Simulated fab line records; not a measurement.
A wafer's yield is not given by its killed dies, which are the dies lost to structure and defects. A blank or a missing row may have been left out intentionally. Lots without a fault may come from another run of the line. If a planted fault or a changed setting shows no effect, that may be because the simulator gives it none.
Matching of chambers ; flow n5-finfet ; 4 sister chambers for N5_BEOL_M11_STRIP_19 on rie-diel-06
The step strips in O2. 16 wafers are shown with their chamber, then 8 later ones without.

## WAFERS PAIRED WITH THEIR CHAMBERS
wafer;chamber;showerhead-plenum-p-Torr (Torr);throttle-valve-pct (%);drypump-motor-current-A (A)
L074.1;1;2.20;16.51;5.5
L074.4;3;2.13;16.53;6.0
L074.6;0;2.06;16.76;5.8
L082.3;0;2.06;16.78;5.8
L082.4;3;2.12;16.53;6.1
L082.6;1;2.19;16.50;5.6
L079.4;0;2.06;16.80;5.8
L079.5;2;2.05;16.12;5.5
L079.6;3;2.12;16.56;6.0
L081.3;0;2.05;16.82;5.8
L081.5;3;2.12;16.58;6.1
L081.6;0;2.05;16.82;5.8
L089.1;3;2.11;16.61;6.1
L089.2;2;2.04;16.13;5.5
L089.4;2;2.04;16.16;5.5
L092.1;1;2.19;16.56;5.6

SIGNATURES, as means of the wafers listed above
reading;chamber 0;chamber 1;chamber 2;chamber 3;scatter within a chamber
showerhead-plenum-p-Torr;2.0560;2.1933;2.0433;2.1200;0.00615
throttle-valve-pct;16.7960;16.5233;16.1367;16.5620;0.0293
drypump-motor-current-A;5.800;5.567;5.500;6.060;0.0394
Rule: a wafer lies at a distance from a chamber equal to the root of the sum of squares, over the readings, of (its reading less the chamber's mean, divided by the reading's scatter). If the next closest chamber is less than 2 further off than the closest, the wafer can't be placed; otherwise it belongs to the closest. How the scatter is found: for the shown wafers, subtract from each reading the mean of its chamber, square and add these, divide the total by (wafers less chambers), then take the root.

## WAFERS MISSING THEIR CHAMBER
wafer;showerhead-plenum-p-Torr (Torr);throttle-valve-pct (%);drypump-motor-current-A (A)
L092.2;2.04;16.16;5.5
L092.3;2.05;16.82;5.8
L092.4;2.11;16.60;6.0
L092.5;2.11;16.61;6.0
L092.6;2.04;16.14;5.5
L093.2;2.04;16.15;5.5
L093.3;2.05;16.83;5.8
L093.6;2.05;16.84;5.8

## WHICH CHAMBER EACH WENT THROUGH
wafer;from the rows above;in truth
L092.2;2;2
L092.3;0;0
L092.4;3;3
L092.5;3;3
L092.6;2;2
L093.2;2;2
L093.3;0;0
L093.6;0;0
Correctly placed: 8 of 8. Left unplaced by these rows: 0. Number placed wrongly: 0.
